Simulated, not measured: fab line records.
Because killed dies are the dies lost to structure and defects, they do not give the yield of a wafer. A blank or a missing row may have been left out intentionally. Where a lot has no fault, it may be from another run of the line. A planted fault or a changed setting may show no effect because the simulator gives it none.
fab line records | flow nand_harc
[record] lots = 5 | wafers = 15 | last_day = 32
route steps=1302 shown A_CHANNEL_HOLE_D2@570 END@1302
lots with no fault: from the same line, run without faults
start_h: hours from the record's opening day to when the first of the lot's shown wafers began | wait_h: hours elapsed since this lot's preceding step | " as in the row above | L1.1+2: a row that stands for several wafers | - no value, or no start was given | * or withheld: withheld | < > ~ a bound
route shown NAME@n: a module of which the file shows steps, and the number in the route of the first | usual: mean/standard deviation of fault-free wafers | same: alike in all rows | chamber/n: place in a boat | sites: each site's reading | _std_site: the standard deviation of these | _edge_site: inner sites' mean taken away from outer sites' mean | radius_mm: for every site, how far away it sits from the centre of the wafer | mask NAME#n: copy n | behind: the last tool/chamber to shape the wafer | hold: what put the lot on hold/how long, in hours/how the hold closed | device: which transistor (n, p or np) failed to switch | end of line: tests of these same wafers at the route's end | a step with no rows: only its recipe | killed: dies lost to structure and defects at the first sort, not the wafer's yield | map: the dies of a wafer, with x for killed, . for not killed, _ for no die there
set.NAME: setting as actually run; set.NAME@STEP: the setting as run at that earlier step | model.NAME: the simulator's own value behind a step, which no gauge read
certain route steps with their lots: each step a table, each wafer a row
services: when a tool's chamber went out of use (start_h, in hours from the record's first day, below 0 if earlier), for how many hours, and the reason
[[steps]]
[step NHARC_A_CHANNEL_HOLE_D2_DEP_00]
[recipe] target_thk_a = 31000 | temp_c = 400 | material = aC
[step NHARC_A_CHANNEL_HOLE_D2_DEP_01]
[recipe] target_thk_a = 1400 | target_thk_nm = 140 | temp_c = 400 | pressure_torr = 3.5 | flow_sccm = 200 | rf_w = 350 | material = SiON
[step NHARC_A_CHANNEL_HOLE_D2_DEHYDRATE_02]
[recipe] temp_c = 150 | time_s = 120
[step NHARC_A_CHANNEL_HOLE_D2_HMDS_03]
[recipe] time_s = 30
[step NHARC_A_CHANNEL_HOLE_D2_COAT_36]
[recipe] temp_c = 260 | time_s = 75
[step NHARC_A_CHANNEL_HOLE_D2_COAT_37]
[recipe] temp_c = 225 | time_s = 65
[step NHARC_A_CHANNEL_HOLE_D2_COAT_04]
[recipe] spin_rpm = 1500 | resist_thk_nm = 90
[step NHARC_A_CHANNEL_HOLE_D2_SOFTBAKE_05]
[recipe] temp_c = 105 | time_s = 55
[step NHARC_A_CHANNEL_HOLE_D2_EBR_06]
[step NHARC_A_CHANNEL_HOLE_D2_EXPOSE_07]
[recipe] na = 1.35 | target_cd_nm = 100 | sigma_outer = 0.3 | dose_mj = 59.65 | mask_id = HOLE_D2
[step NHARC_A_CHANNEL_HOLE_D2_PEB_08]
[recipe] peb_temp_c = 100 | peb_time_s = 65
lot.wafer  | tool           | chamber | start_h | wait_h
L332.1+3+6 | litho_track-06 | 0       | 382.24  | 0.1
L333.3+5+6 | litho_track-06 | 0       | 390.64  | 0.0
L335.1+3+4 | litho_track-06 | 0       | 405.77  | 0.1
L341.4+5+6 | litho_track-01 | 0       | 449.41  | 0.0
L346.3+4+5 | litho_track-06 | 0       | 506.05  | 0.0
[step NHARC_A_CHANNEL_HOLE_D2_DEVELOP_09]
[recipe] develop_time_s = 35 | dev_temp_c = 23
[step NHARC_A_CHANNEL_HOLE_D2_CD_MEAS_10]
[recipe] target_cd_nm = 100 | landing_energy_ev = 500
[usual] cd_nm = 100.0/0.54
lot.wafer | tool      | chamber | start_h | wait_h | cd_nm
L332.1    | cd_sem-02 | 0       | 382.32  | -      | 105.6
L332.3    | "         | 0       | "       | "      | 105.0
L332.6    | "         | 0       | "       | "      | 105.1
L333.3    | cd_sem-03 | 0       | 390.72  | -      | 104.7
L333.5    | "         | 0       | "       | "      | 105.1
L333.6    | "         | 0       | "       | "      | 105.4
L335.1    | cd_sem-02 | 0       | 405.85  | -      | 104.6
L335.3    | "         | 0       | "       | "      | 104.7
L335.4    | "         | 0       | "       | "      | 104.6
L341.4    | cd_sem-01 | 0       | 449.49  | -      | 99.3
L341.5    | "         | 0       | "       | "      | 99.5
L341.6    | "         | 0       | "       | "      | 100.1
L346.3    | cd_sem-01 | 0       | 506.13  | -      | 100.0
L346.4    | "         | 0       | "       | "      | 100.7
L346.5    | "         | 0       | "       | "      | 101.0
[step NHARC_A_CHANNEL_HOLE_D2_DESCUM_15]
[recipe] time_s = 3 | o2_flow_sccm = 200 | ar_flow_sccm = 0 | bias_power_w = 0 | chemistry = O2
[usual] drypump_motor_current_A = 5.9/0.31 | oes_product_au = 0.999/0.01 | rf_vpp_V = 57.5/0.88 | showerhead_plenum_p_Torr = 1.85/0.064 | throttle_valve_pct = 11.311/0.0096
lot.wafer | tool        | chamber | start_h | wait_h | drypump_motor_current_A | oes_product_au | rf_hours_counter_h | rf_vpp_V | showerhead_plenum_p_Torr | throttle_valve_pct | model.A_CHANNEL_HOLE_D2.cd_nm
L332.3    | rie_diel-06 | 0       | 388.23  | 0.1    | 5.9                     | 1.016          | 3.8                | 56.9     | 1.80                     | 11.308             | 104.8
L332.1    | "           | 3       | "       | "      | 5.5                     | 0.979          | 4.0                | 56.6     | 1.80                     | 11.312             | 105.2
L332.6    | "           | 3       | "       | "      | 5.5                     | 0.995          | -                  | 57.1     | 1.80                     | 11.303             | 105.2
L333.3    | rie_diel-06 | 0       | 390.91  | 0.1    | 5.9                     | 1.016          | 4.6                | 57.9     | 1.80                     | 11.297             | 103.8
L333.5    | "           | 3       | "       | "      | 5.5                     | 0.985          | -                  | 57.2     | 1.80                     | 11.308             | 104.9
L333.6    | "           | 0       | "       | "      | 5.9                     | 1.014          | -                  | 57.6     | 1.80                     | 11.323             | 104.8
L335.4    | rie_diel-02 | 3       | 406.04  | 0.1    | 5.6                     | 0.999          | 0.1                | 57.2     | 1.83                     | 11.308             | 105.2
L335.3    | "           | 0       | "       | "      | 5.8                     | 0.989          | 0.1                | 57.4     | 1.88                     | 11.310             | 104.3
L335.1    | "           | 1       | "       | "      | 5.6                     | 0.979          | 0.1                | 57.4     | 1.86                     | 11.311             | 105.8
L341.4    | rie_diel-02 | 2       | 449.67  | 0.1    | 6.3                     | 1.005          | 2.7                | 57.6     | 1.82                     | 11.299             | 99.92
L341.5    | "           | 2       | "       | "      | 6.2                     | 1.007          | -                  | 56.2     | 1.82                     | 11.324             | 100
L341.6    | "           | 3       | "       | "      | 5.6                     | 0.994          | -                  | 57.9     | 1.83                     | 11.284             | 100.2
L346.3    | rie_diel-02 | 3       | 506.33  | 0.1    | 5.6                     | 0.992          | 6.0                | 57.3     | 1.83                     | 11.316             | 101
L346.4    | "           | 3       | "       | "      | 5.6                     | 0.998          | -                  | 56.8     | 1.82                     | 11.309             | 101.1
L346.5    | "           | 1       | "       | "      | 5.6                     | 0.983          | -                  | 57.6     | 1.86                     | 11.313             | 101.6
[step NHARC_A_CHANNEL_HOLE_D2_ETCH_38]
[recipe] target_depth_a = 390 | over_etch_frac = 0.3 | time_s = 65 | ion_energy_ev = 80 | cf4_flow_sccm = 150 | ar_flow_sccm = 0 | rf_w = 300 | bias_w = 100 | chemistry = CF4
[step NHARC_A_CHANNEL_HOLE_D2_ETCH_39]
[recipe] target_depth_a = 2600 | over_etch_frac = 0.3 | time_s = 325 | ion_energy_ev = 200 | n2_flow_sccm = 150 | h2_flow_sccm = 150 | ar_flow_sccm = 0 | rf_w = 400 | bias_w = 150 | chemistry = N2/H2
[step NHARC_A_CHANNEL_HOLE_D2_ETCH_34]
[recipe] target_depth_a = 1540 | time_s = 77 | cf4_flow_sccm = 100 | chf3_flow_sccm = 30 | ar_flow_sccm = 0 | rf_w = 500 | bias_w = 200 | chemistry = CF4/CHF3
[step NHARC_A_CHANNEL_HOLE_D2_ETCH_16]
[recipe] target_depth_a = 31000 | over_etch_frac = 0.3 | time_s = 806 | ion_energy_ev = 150 | o2_flow_sccm = 400 | cos_flow_sccm = 20 | ar_flow_sccm = 0 | rf_w = 500 | bias_w = 300 | chemistry = O2/COS
[step NHARC_A_CHANNEL_HOLE_D2_ETCH_19]
[recipe] bias_v = 1200 | source_w = 2500 | pressure_mtorr = 15 | time_s = 34.5 | ar_flow_sccm = 375 | c4f8_flow_sccm = 28.8 | o2_flow_sccm = 96.2 | temp_c = -20 | target_depth_a = * | chemistry = C4F8/O2/Ar
[step NHARC_A_CHANNEL_HOLE_D2_ETCH_20]
[recipe] bias_v = 3000 | source_w = withheld | pressure_mtorr = 20 | time_s = 361.9 | ar_flow_sccm = 375 | c4f8_flow_sccm = 89.3 | o2_flow_sccm = 35.7 | temp_c = -20 | target_depth_a = 16000 | chemistry = C4F8/O2/Ar
[step NHARC_A_CHANNEL_HOLE_D2_ETCH_21]
[recipe] bias_v = 3000 | source_w = withheld | pressure_mtorr = 20 | time_s = 514.3 | ar_flow_sccm = 375 | c4f8_flow_sccm = 89.3 | o2_flow_sccm = 35.7 | temp_c = -20 | target_depth_a = 16000 | chemistry = C4F8/O2/Ar
[step NHARC_A_CHANNEL_HOLE_D2_ETCH_22]
[recipe] bias_v = 3000 | source_w = withheld | pressure_mtorr = 20 | time_s = 666.7 | ar_flow_sccm = 375 | c4f8_flow_sccm = 89.3 | o2_flow_sccm = 35.7 | temp_c = -20 | target_depth_a = 16000 | chemistry = C4F8/O2/Ar
[step NHARC_A_CHANNEL_HOLE_D2_ETCH_23]
[recipe] bias_v = 5000 | source_w = withheld | pressure_mtorr = 20 | time_s = 819 | ar_flow_sccm = 375 | c4f8_flow_sccm = 89.3 | o2_flow_sccm = 35.7 | temp_c = -20 | target_depth_a = 16000 | chemistry = C4F8/O2/Ar
[step NHARC_A_CHANNEL_HOLE_D2_ETCH_24]
[recipe] bias_v = 5000 | source_w = withheld | pressure_mtorr = 20 | time_s = 906.2 | ar_flow_sccm = 375 | c4f8_flow_sccm = 93.8 | o2_flow_sccm = 31.2 | temp_c = -20 | target_depth_a = 15000 | chemistry = C4F8/O2/Ar
[step NHARC_A_CHANNEL_HOLE_D2_ETCH_25]
[recipe] bias_v = 5000 | source_w = withheld | pressure_mtorr = 20 | time_s = 1040.2 | ar_flow_sccm = 375 | c4f8_flow_sccm = 93.8 | o2_flow_sccm = 31.2 | temp_c = -20 | target_depth_a = 15000 | chemistry = C4F8/O2/Ar
[step NHARC_A_CHANNEL_HOLE_D2_ETCH_26]
[recipe] bias_v = 300 | source_w = 2000 | pressure_mtorr = 30 | time_s = 224.1 | ar_flow_sccm = 375 | c4f8_flow_sccm = 11.4 | o2_flow_sccm = 113.6 | temp_c = -20 | target_depth_a = 3000 | chemistry = C4F8/O2/Ar
[step NHARC_A_CHANNEL_HOLE_D2_ETCH_27]
[recipe] bias_v = 400 | source_w = 2000 | pressure_mtorr = 25 | time_s = 90 | ar_flow_sccm = 375 | c4f8_flow_sccm = 41.7 | o2_flow_sccm = 83.3 | temp_c = -20 | target_depth_a = 4000 | chemistry = C4F8/O2/Ar
[step NHARC_A_CHANNEL_HOLE_D2_STRIP_41]
[recipe] n2_flow_sccm = 150 | h2_flow_sccm = 150 | ar_flow_sccm = 0 | bias_w = 0 | chemistry = N2/H2
[step NHARC_A_CHANNEL_HOLE_D2_STRIP_42]
[recipe] cf4_flow_sccm = 100 | chf3_flow_sccm = 30 | ar_flow_sccm = 0 | bias_w = 0 | chemistry = CF4/CHF3
[step NHARC_A_CHANNEL_HOLE_D2_STRIP_43]
[recipe] o2_flow_sccm = 400 | cos_flow_sccm = 20 | ar_flow_sccm = 0 | bias_w = 0 | chemistry = O2/COS
[step NHARC_A_CHANNEL_HOLE_D2_ETCH_44]
[recipe] target_depth_a = 1400 | overetch_a = 140 | time_s = 77 | ion_energy_ev = 100 | cf4_flow_sccm = 80 | o2_flow_sccm = 20 | ar_flow_sccm = 0 | rf_w = 300 | bias_w = 100 | chemistry = CF4/O2
[usual] drypump_motor_current_A = 5.88/0.29 | oes_product_au = 0.999/0.011 | rf_vpp_V = 197.0/1.4 | showerhead_plenum_p_Torr = 1.29/0.047 | throttle_valve_pct = 13.398/0.0094
lot.wafer | tool        | chamber | start_h | wait_h | drypump_motor_current_A | oes_product_au | rf_hours_counter_h | rf_vpp_V | showerhead_plenum_p_Torr | throttle_valve_pct | model.A_CHANNEL_HOLE_D2.cd_nm
L332.1    | rie_diel-06 | 2       | 398.29  | 0.1    | 5.82                    | 1.002          | 4.7                | 198.7    | 1.26                     | 13.396             | 93.96
L332.3    | "           | 0       | "       | "      | 5.89                    | 1.015          | 5.4                | 197.3    | 1.26                     | 13.413             | 94.94
L332.6    | "           | 1       | "       | "      | 5.74                    | 1.003          | -                  | 194.6    | 1.25                     | 13.387             | 94.65
L333.3    | rie_diel-06 | 0       | 399.73  | 0.1    | 5.87                    | 1.020          | 5.6                | 195.7    | 1.26                     | 13.378             | 93.05
L333.5    | "           | 0       | "       | "      | 5.90                    | 1.025          | -                  | 197.1    | 1.26                     | 13.396             | 94.9
L333.6    | "           | 1       | "       | "      | 5.74                    | 1.006          | -                  | 195.0    | 1.25                     | 13.398             | 95.07
L335.4    | rie_diel-02 | 1       | 415.62  | 0.1    | 5.60                    | 0.995          | 1.2                | 196.8    | 1.30                     | 13.411             | 95.06
L335.1    | "           | 2       | "       | "      | 6.20                    | 1.018          | 1.3                | 196.3    | 1.27                     | 13.396             | 96.05
L335.3    | "           | 3       | "       | "      | 5.60                    | 0.997          | 1.4                | 196.7    | 1.28                     | 13.387             | 94.23
L341.4    | rie_diel-12 | 1       | 457.81  | 0.1    | 6.04                    | 0.995          | 0.0                | 198.3    | 1.32                     | 13.401             | 88.77
L341.6    | "           | 3       | "       | "      | 6.40                    | 0.997          | -                  | 200.4    | 1.38                     | 13.380             | 90.73
L341.5    | "           | 0       | "       | "      | 5.93                    | 0.982          | -                  | 198.8    | 1.41                     | 13.401             | 89.14
L346.3    | rie_diel-02 | 1       | 515.46  | 0.1    | 5.61                    | 0.975          | 5.7                | 197.4    | 1.30                     | 13.410             | 91.37
L346.5    | "           | 3       | "       | "      | 5.57                    | 0.988          | -                  | 195.6    | 1.27                     | 13.388             | 93.34
L346.4    | "           | 0       | "       | "      | 5.74                    | 1.000          | -                  | 196.7    | 1.31                     | 13.395             | 91.86
[step NHARC_A_CHANNEL_HOLE_D2_STRIP_28]
[recipe] o2_flow_sccm = 500 | ar_flow_sccm = 0 | bias_w = 0 | chemistry = O2
[step NHARC_A_CHANNEL_HOLE_D2_PRECLEAN_29]
[recipe] time_s = * | temp_c = 50 | bath_age_min = 0 | chemistry = SC1
[step NHARC_A_CHANNEL_HOLE_D2_SRD_30]
[step NHARC_A_CHANNEL_HOLE_D2_CD_MEAS_31]
[usual] cd_nm = 89.9/1.3
lot.wafer | tool      | chamber | start_h | wait_h | cd_nm
L332.1    | cd_sem-03 | -       | 399.19  | -      | 94.7
L332.3    | "         | -       | "       | "      | 95.4
L332.6    | "         | -       | "       | "      | 94.5
L333.3    | cd_sem-03 | -       | 400.64  | -      | 93.2
L333.5    | "         | -       | "       | "      | 95.3
L333.6    | "         | -       | "       | "      | 94.9
L335.1    | cd_sem-03 | -       | 416.42  | -      | 96.1
L335.3    | "         | -       | "       | "      | 94.6
L335.4    | "         | -       | "       | "      | 94.3
L341.4    | cd_sem-01 | -       | 458.60  | -      | 89.3
L341.5    | "         | -       | "       | "      | 89.3
L341.6    | "         | -       | "       | "      | 90.6
L346.3    | cd_sem-01 | -       | 516.39  | -      | 91.8
L346.4    | "         | -       | "       | "      | 92.5
L346.5    | "         | -       | "       | "      | 93.7
[step NHARC_A_CHANNEL_HOLE_D2_XSEM_32]
[recipe] landing_energy_ev = 35000
[usual] bot_cd_nm = 74.4/1.5 | bow_nm = 8.59/0.29 | tilt_deg = 0.07/0.035
lot.wafer | tool    | chamber | start_h | wait_h | bot_cd_nm | bow_nm | tilt_deg
L332.1    | xsem-02 | 0       | 399.29  | 0.1    | 78.9      | 8.70   | 0.13
L332.3    | "       | 0       | "       | "      | 80.3      | 8.65   | 0.13
L332.6    | "       | 0       | "       | "      | 79.3      | 8.70   | 0.13
L333.3    | xsem-01 | 0       | 400.73  | 0.1    | 77.8      | 8.14   | 0.05
L333.5    | "       | 0       | "       | "      | 79.4      | 8.21   | 0.05
L333.6    | "       | 0       | "       | "      | 79.0      | 8.17   | 0.05
L335.1    | xsem-01 | 0       | 416.50  | 0.1    | 81.0      | 8.62   | 0.08
L335.3    | "       | 0       | "       | "      | 79.0      | 8.61   | 0.08
L335.4    | "       | 0       | "       | "      | 79.7      | 8.56   | 0.09
L341.4    | xsem-02 | 0       | 458.70  | 0.1    | 73.2      | 8.88   | -0.01
L341.5    | "       | 0       | "       | "      | 74.0      | 8.88   | 0.00
L341.6    | "       | 0       | "       | "      | 75.2      | 9.02   | 0.00
L346.3    | xsem-02 | 0       | 516.49  | 0.1    | 76.5      | 8.60   | 0.06
L346.4    | "       | 0       | "       | "      | 76.9      | 8.47   | 0.06
L346.5    | "       | 0       | "       | "      | 78.3      | 8.50   | 0.06
[step NHARC_END_SORT_01]
[recipe] temp_c = 25
[usual] killed_at_array = 59/19 | killed_at_other = 1.0/1.1 | killed_at_periphery = 3.8/2.4 | killed_dies = 64/19 | killed_open = 3.3/2 | killed_short = 2.4/1.6
[same] gross_dies = 677
lot.wafer | tool      | chamber | start_h | wait_h | killed_at_array | killed_at_other | killed_at_periphery | killed_dies | killed_open | killed_short
L332.1    | prober-02 | 0       | 669.41  | 2.5    | 25              | 0               | 2                   | 27          | 3           | 0
L332.3    | prober-02 | 0       | 671.01  | 3.1    | 34              | 0               | 1                   | 35          | 6           | 0
L332.6    | prober-02 | 0       | 673.41  | 4.0    | 31              | 0               | 3                   | 34          | 5           | 3
L335.1    | prober-02 | 0       | 677.64  | 2.5    | 59              | 2               | 1                   | 62          | 4           | 1
L335.3    | prober-02 | 0       | 679.20  | 3.1    | 59              | 1               | 6                   | 66          | 2           | 2
L335.4    | prober-02 | 0       | 679.98  | 3.3    | 62              | 1               | 3                   | 66          | 0           | 2
L333.3    | prober-02 | 0       | 687.00  | 3.1    | 37              | 1               | 6                   | 44          | 4           | 2
L333.5    | prober-02 | 0       | 688.60  | 3.7    | 41              | 1               | 11                  | 53          | 4           | 3
L333.6    | prober-02 | 0       | 689.41  | 4.0    | 64              | 0               | 9                   | 73          | 5           | 2
L341.4    | prober-01 | 0       | 730.77  | 3.4    | 37              | 1               | 3                   | 41          | 5           | 3
L341.5    | prober-01 | 0       | 731.56  | 3.7    | 27              | 3               | 2                   | 32          | 4           | 3
L341.6    | prober-01 | 0       | 732.36  | 4.0    | 31              | 1               | 5                   | 37          | 4           | 5
L346.3    | prober-01 | 0       | 773.05  | 3.1    | 44              | 3               | 4                   | 51          | 4           | 2
L346.4    | prober-01 | 0       | 773.85  | 3.4    | 31              | 2               | 3                   | 36          | 1           | 1
L346.5    | prober-01 | 0       | 774.64  | 3.7    | 48              | 4               | 6                   | 58          | 3           | 1
// killed by level:class
L332.1 A_CHANNEL_HOLE_D2:chamber_film_flake=12 A_CHANNEL_HOLE_D1:chamber_film_flake=6 A_SLIT:chamber_film_flake=3 A_CONTACT:chamber_film_flake=2 P_GATE:geometric_particle:open=1 P_CONTACT:geometric_particle:open=1 A_SGD_CUT:geometric_particle:open=1 A_DECK1_JOINT:chamber_film_flake=1
L332.3 A_CHANNEL_HOLE_D2:chamber_film_flake=15 A_CHANNEL_HOLE_D1:chamber_film_flake=5 A_SLIT:chamber_film_flake=4 A_CONTACT:chamber_film_flake=4 A_WL_FILL:geometric_particle:open=2 A_BLC:geometric_particle:open=2 P_CONTACT:geometric_particle:open=1 A_ONON_D1:geometric_particle:open=1
L332.6 A_CHANNEL_HOLE_D2:chamber_film_flake=15 A_CHANNEL_HOLE_D1:chamber_film_flake=6 A_WL_FILL:geometric_particle:short=2 P_GATE:geometric_particle:open=1 A_CHANNEL_FILL_D1:geometric_particle:short=1 A_CHANNEL_HOLE_D2:geometric_particle:open=1 A_CHANNEL_FILL_D2:geometric_particle:open=1 A_WL_FILL:geometric_particle:open=1
L335.1 A_CHANNEL_HOLE_D1:chamber_film_flake=41 A_CONTACT:chamber_film_flake=5 A_SLIT:chamber_film_flake=3 A_CHANNEL_FILL_D1:geometric_particle:open=2 A_CHANNEL_HOLE_D2:chamber_film_flake=2 A_STAIRCASE:chamber_film_flake=2 THIN_TSV:chamber_film_flake=2 A_ONON_D2:geometric_particle:open=1
L335.3 A_CHANNEL_HOLE_D1:chamber_film_flake=41 A_SLIT:chamber_film_flake=5 A_STAIRCASE:chamber_film_flake=4 A_CHANNEL_HOLE_D2:chamber_film_flake=3 P_GATE:geometric_particle:open=2 A_CHANNEL_FILL_D1:chamber_film_flake=2 A_CONTACT:chamber_film_flake=2 P_M0:geometric_particle:short=1
L335.4 A_CHANNEL_HOLE_D1:chamber_film_flake=43 A_CHANNEL_HOLE_D2:chamber_film_flake=5 A_CONTACT:chamber_film_flake=5 A_SLIT:chamber_film_flake=4 P_CONTACT:chamber_film_flake=2 A_CHANNEL_FILL_D1:chamber_film_flake=2 A_STAIRCASE:chamber_film_flake=2 A_WL_FILL:geometric_particle:short=1
L333.3 A_SLIT:chamber_film_flake=20 A_CHANNEL_HOLE_D1:chamber_film_flake=7 P_M2:chamber_film_flake=3 A_CHANNEL_HOLE_D2:chamber_film_flake=2 A_CHANNEL_HOLE_D1:geometric_particle:short=2 A_DECK1_JOINT:geometric_particle:open=2 P_STI:chamber_film_flake=2 A_CONTACT:chamber_film_flake=2
L333.5 A_SLIT:chamber_film_flake=23 A_CHANNEL_HOLE_D1:chamber_film_flake=7 P_M0:chamber_film_flake=4 P_M2:chamber_film_flake=3 A_CHANNEL_HOLE_D2:chamber_film_flake=3 A_ONON_D1:geometric_particle:short=2 A_DECK1_JOINT:geometric_particle:open=2 P_M0:geometric_particle:open=1
L333.6 A_SLIT:chamber_film_flake=34 A_CHANNEL_HOLE_D1:chamber_film_flake=12 P_M2:chamber_film_flake=4 A_CHANNEL_FILL_D1:chamber_film_flake=4 P_M0:chamber_film_flake=3 A_M0:geometric_particle:open=2 A_DECK1_JOINT:chamber_film_flake=2 A_CHANNEL_HOLE_D2:unspecified=2
L341.4 A_SLIT:chamber_film_flake=10 A_CHANNEL_HOLE_D1:chamber_film_flake=8 A_WL_FILL:chamber_film_flake=5 A_CONTACT:chamber_film_flake=5 P_CONTACT:geometric_particle:open=2 A_WL_FILL:geometric_particle:short=2 A_CHANNEL_HOLE_D2:chamber_film_flake=2 A_CHANNEL_FILL_D1:geometric_particle:short=1
L341.5 A_CHANNEL_HOLE_D1:chamber_film_flake=9 A_CONTACT:chamber_film_flake=5 A_CHANNEL_HOLE_D2:chamber_film_flake=4 THIN_TSV:chamber_film_flake=3 P_CONTACT:geometric_particle:open=2 A_SGD_CUT:chamber_film_flake=2 A_ONON_D1:geometric_particle:short=1 A_CHANNEL_FILL_D1:geometric_particle:short=1
L341.6 A_CHANNEL_HOLE_D1:chamber_film_flake=9 A_CHANNEL_HOLE_D2:chamber_film_flake=5 A_CONTACT:chamber_film_flake=5 A_SLIT:chamber_film_flake=3 A_WL_FILL:chamber_film_flake=3 P_CONTACT:geometric_particle:open=2 A_ONON_D1:geometric_particle:short=2 A_SGD_CUT:geometric_particle:short=2
L346.3 A_SLIT:chamber_film_flake=31 A_CONTACT:chamber_film_flake=5 THIN_TSV:chamber_film_flake=3 P_CONTACT:geometric_particle:open=2 A_ONON_D2:geometric_particle:short=2 A_M0:geometric_particle:open=2 P_GATE:chamber_film_flake=2 A_CHANNEL_HOLE_D1:chamber_film_flake=1
L346.4 A_SLIT:chamber_film_flake=22 A_M1:chamber_film_flake=3 P_GATE:chamber_film_flake=2 A_CONTACT:chamber_film_flake=2 THIN_TSV:chamber_film_flake=2 A_ONON_D1:geometric_particle:open=1 A_CHANNEL_HOLE_D2:geometric_particle:short=1 P_STI:chamber_film_flake=1
L346.5 A_SLIT:chamber_film_flake=30 A_CONTACT:chamber_film_flake=7 THIN_TSV:chamber_film_flake=4 P_GATE:chamber_film_flake=3 P_ZERO_WELL:chamber_film_flake=2 A_CHANNEL_HOLE_D2:chamber_film_flake=2 A_STAIRCASE:chamber_film_flake=2 A_M1:chamber_film_flake=2
[[services]]
tool           | chamber | start_h | hours | kind
rie_diel-12    | 1       | 365.95  | 14.2  | repair
rie_diel-02    | 0       | 372.88  | -     | clean
rie_diel-02    | 1       | 372.88  | -     | clean
rie_diel-02    | 2       | 372.88  | -     | clean
rie_diel-02    | 3       | 372.88  | -     | clean
xsem-01        | -       | 374.00  | 14.0  | pm
rie_diel-06    | 1       | 374.85  | 14.9  | repair
rie_diel-06    | 3       | 392.61  | 16.5  | repair
rie_diel-02    | -       | 393.70  | 9.0   | pm
rie_diel-02    | 0       | 393.70  | 9.0   | vent_cycle
rie_diel-02    | 1       | 393.70  | 9.0   | vent_cycle
rie_diel-02    | 2       | 393.70  | 9.0   | vent_cycle
rie_diel-02    | 3       | 393.70  | 9.0   | vent_cycle
rie_diel-12    | 2       | 395.01  | 4.2   | repair
rie_diel-12    | -       | 445.42  | 9.0   | pm
rie_diel-02    | 1       | 455.86  | 5.6   | repair
rie_diel-06    | -       | 473.57  | 0.4   | repair
rie_diel-06    | 2       | 475.67  | 1.4   | repair
rie_diel-12    | 1       | 481.06  | 1.9   | repair
rie_diel-06    | -       | 484.20  | 9.0   | pm
rie_diel-02    | 3       | 493.72  | 4.7   | repair
rie_diel-02    | 2       | 493.90  | 59.7  | repair
rie_diel-12    | 2       | 494.14  | 8.8   | repair
litho_track-01 | -       | 505.00  | 7.0   | pm
[[key]]
[first_sign] step = NHARC_A_CHANNEL_HOLE_D2_CD_MEAS_10 | reading = cd_nm | direction = up | sigmas = 9.2 | usual = 100.0 | struck = 105.0
[effect] step = NHARC_A_CHANNEL_HOLE_D2_CD_MEAS_31 | reading = cd_nm | direction = up | sigmas = 3.8 | usual = 89.9 | struck = 94.8
[effect] step = NHARC_A_CHANNEL_HOLE_D2_XSEM_32 | reading = bot_cd_nm | direction = up | sigmas = 3.4 | usual = 74.4 | struck = 79.4
[model_effect] step = NHARC_A_CHANNEL_HOLE_D2_DESCUM_15 | value = A_CHANNEL_HOLE_D2.cd_nm | without = 100.5 | struck = 104.9
[model_effect] step = NHARC_A_CHANNEL_HOLE_D2_ETCH_44 | value = A_CHANNEL_HOLE_D2.cd_nm | without = 90.21 | struck = 94.66
met_at NHARC_A_CHANNEL_HOLE_D2_PEB_08
struck_wafers L332.1,L332.3,L332.6,L333.3,L333.5,L333.6,L335.1,L335.3,L335.4
tester_left_out L332,L333,L335
[fault] kind = process_parameter_drift | tool = litho_track-06 | chamber = - | onset_h = 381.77 | steps = NHARC_A_CHANNEL_HOLE_D2_PEB_08 | channel = peb_time_s | offset = * | shape = step | end_h = 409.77 | acts_in = * | stated = *
// tester_left_out: of these lots the tester's yield and bins aren't shown, on N5 and GAA mostly nor the transistor test; their killed dies are dies lost to structure and defects alone, not to doping, threshold or leakage, so they don't give the yield
